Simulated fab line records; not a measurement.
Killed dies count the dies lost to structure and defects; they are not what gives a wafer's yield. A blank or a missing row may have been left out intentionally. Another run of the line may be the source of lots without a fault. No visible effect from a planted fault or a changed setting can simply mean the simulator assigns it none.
Lot-split experiment	flow n5-finfet	route with 1938 steps; 7 lots, 39 wafers read

## ABOUT THE SPLIT
At N5_FIN_CUT_CUT_ETCH_15 (etches Si in HBr/Cl2/O2, target depth 100 nm, bt time 10 s, time 42.4 s), the setting time-s was moved away from the recipe's 42.4 s on 15 of the 39 wafers read, by -13.7% to +23.2%. All remaining wafers had this setting at the recipe value.

Reading taken at the split's own step.

## THE READING
SOC_of_FIN_CUT_COAT_18.thk-nm (the simulator's own value, which no gauge read), in nm, at N5_FIN_CUT_CUT_ETCH_15 (etches Si in HBr/Cl2/O2, target depth 100 nm, bt time 10 s, time 42.4 s). The file does not state a usual value for it. Average 170.7 nm, standard deviation 1.5 nm, over the 24 wafers here run with the recipe.

wafer	tool, chamber at the split	time-s as run, s	against the recipe	SOC_of_FIN_CUT_COAT_18.thk-nm, nm	against lot-mates on the recipe
L074.1	rie-si-03, 1	42.4	recipe	171.6	-
L074.5	rie-si-03, 0	42.4	recipe	169.8	-
L074.6	rie-si-03, 1	42.4	recipe	173.6	-
L076.1	rie-si-03, 2	42.4	recipe	169.6	-
L076.2	rie-si-03, 0	42.4	recipe	171.2	-
L076.3	rie-si-03, 3	42.4	recipe	171.8	-
L076.4	rie-si-03, 1	42.4	recipe	172.2	-
L076.5	rie-si-03, 2	42.4	recipe	169.8	-
L076.6	rie-si-03, 1	42.4	recipe	173.6	-
L077.1	rie-si-03, 3	52.22	+23.2%	161.6	-7.9
L077.2	rie-si-03, 0	42.4	recipe	167.6	-
L077.3	rie-si-03, 1	52.22	+23.2%	163	-6.5
L077.4	rie-si-03, 3	42.4	recipe	170.8	-
L077.5	rie-si-03, 1	52.22	+23.2%	163.2	-6.3
L077.6	rie-si-03, 0	42.4	recipe	170.2	-
L081.1	rie-si-06, 1	42.4	recipe	170.6	-
L081.2	rie-si-06, 3	42.4	recipe	170.8	-
L081.3	rie-si-06, 2	47.16	+11.2%	167.2	-4.3
L081.4	rie-si-06, 0	47.16	+11.2%	168.2	-3.3
L081.5	rie-si-06, 1	47.16	+11.2%	166.4	-5.1
L081.6	rie-si-06, 0	42.4	recipe	173.2	-
L088.1	rie-si-03, 2	42.4	recipe	168.8	-
L088.2	rie-si-03, 1	42.4	recipe	170.4	-
L088.3	rie-si-03, 3	38.84	-8.4%	173.2	+3.1
L088.4	rie-si-03, 0	38.84	-8.4%	172.4	+2.3
L088.5	rie-si-03, 0	38.84	-8.4%	173	+2.9
L088.6	rie-si-03, 1	42.4	recipe	171	-
L089.1	rie-si-03, 0	42.4	recipe	169.6	-
L089.2	rie-si-03, 1	42.4	recipe	171.2	-
L089.3	rie-si-03, 2	38.43	-9.4%	174	+3.4
L089.4	rie-si-03, 3	42.4	recipe	171	-
L089.5	rie-si-03, 3	38.43	-9.4%	173.8	+3.2
L089.6	rie-si-03, 2	38.43	-9.4%	173.2	+2.6
L097.1	rie-si-06, 2	36.6	-13.7%	175.8	+6.3
L097.2	rie-si-06, 3	36.6	-13.7%	173.8	+4.3
L097.3	rie-si-06, 0	42.4	recipe	170.8	-
L097.4	rie-si-06, 1	42.4	recipe	169.2	-
L097.5	rie-si-06, 2	36.6	-13.7%	175	+5.5
L097.6	rie-si-06, 3	42.4	recipe	168.6	-

FIT RESULTS
A straight line over all 39 wafers: SOC_of_FIN_CUT_COAT_18.thk-nm changes by -0.326 nm for each +1% of time-s; r = -0.92; the points scatter about the line by 1.3 nm.
The same after taking each lot's own level away (the mean of its wafers on the recipe; 39 wafers): -0.331 nm for each +1%; r = -0.94; scatter 1.1 nm.
On that fit, the largest move of time-s shifts the reading by 7.7 nm.
The lots' own levels span 169.53 to 171.67 nm, that is 1.4 times the standard deviation above.
Consequently the slope shifts little with the lot-to-lot level, the two slopes agreeing.
Check: with one of the wafers moved furthest among these (+23.2%) left out of the fit, the line predicts -7.51 nm for it against its lot-mates. It came out at -7.93 nm against them.

## THE WHOLE CHAIN: every reading that the file lists as answering this split, in the file's order
step	what it does	reading	change (the file's fit)	r (the file's)
N5_FIN_CUT_CUT_ETCH_15	etches Si in HBr/Cl2/O2, target depth 100 nm, bt time 10 s, time 42.4 s	FIN_CUT.feature-depth-nm (the simulator's own value, which no gauge read)	+0.826 nm for each +1% of the setting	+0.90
N5_FIN_CUT_CUT_ETCH_15	etches Si in HBr/Cl2/O2, target depth 100 nm, bt time 10 s, time 42.4 s	etch.depth-nm (the simulator's own value, which no gauge read)	+0.828 nm for each +1% of the setting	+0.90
N5_FIN_CUT_CUT_ETCH_15	etches Si in HBr/Cl2/O2, target depth 100 nm, bt time 10 s, time 42.4 s	SOC_of_FIN_CUT_COAT_18.thk-nm (the simulator's own value, which no gauge read)	-0.331 nm for each +1% of the setting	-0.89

## THE FILE'S OWN FIT
SOC_of_FIN_CUT_COAT_18.thk-nm changes by -0.331 nm for each +1% of time-s, r = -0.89.
